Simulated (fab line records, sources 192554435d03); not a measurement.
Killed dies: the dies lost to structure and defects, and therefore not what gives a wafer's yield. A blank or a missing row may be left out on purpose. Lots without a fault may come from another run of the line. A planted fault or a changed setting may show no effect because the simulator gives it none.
Matching of chambers	flow n5-finfet	N5_BEOL_M0_SAQP_PECVD_96 on pecvd-03 has 3 sister chambers
The step deposits a-Si from SiH4/He, target thk 45 nm, time 45.2 s. 3 wafers are shown with their chamber, then 10 later ones without.

== EACH WAFER AND ITS CHAMBER ==
wafer	chamber	showerhead-vpp-V (V)
L518.1	2	678
L519.1	1	640
L519.4	0	623

== WAFERS WHOSE CHAMBER IS MISSING ==
wafer	showerhead-vpp-V (V)
L519.6	683
L517.2	624
L517.3	692
L517.6	675
L520.3	638
L520.4	677
L520.6	616
L524.1	642
L524.2	674
L524.3	630

== WHICH CHAMBER EACH WENT THROUGH ==
wafer	from the rows above	in truth
L519.6	2	2
L517.2	0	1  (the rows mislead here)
L517.3	2	2
L517.6	2	2
L520.3	1	1
L520.4	2	2
L520.6	0	0
L524.1	1	1
L524.2	2	2
L524.3	can't be placed: 0 or 1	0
Correctly placed: 8 of 10. These rows do not allow placing 1 (true chamber among the candidates in 1). Wrongly placed: 1.
How it was worked out, from the rows above alone: a wafer's distance from a chamber is the root of the sum, over the readings, of the square of ((its reading less the chamber's mean) divided by the reading's scatter). If the next closest chamber is less than 2 further off than the closest, the wafer can't be placed; otherwise it belongs to the closest. For every chamber, the mean is computed from those of its wafers that are shown. The scatter (one wafer shown for each chamber): square how far every hidden wafer sits from the nearest shown wafer, average those squares and take the square root.
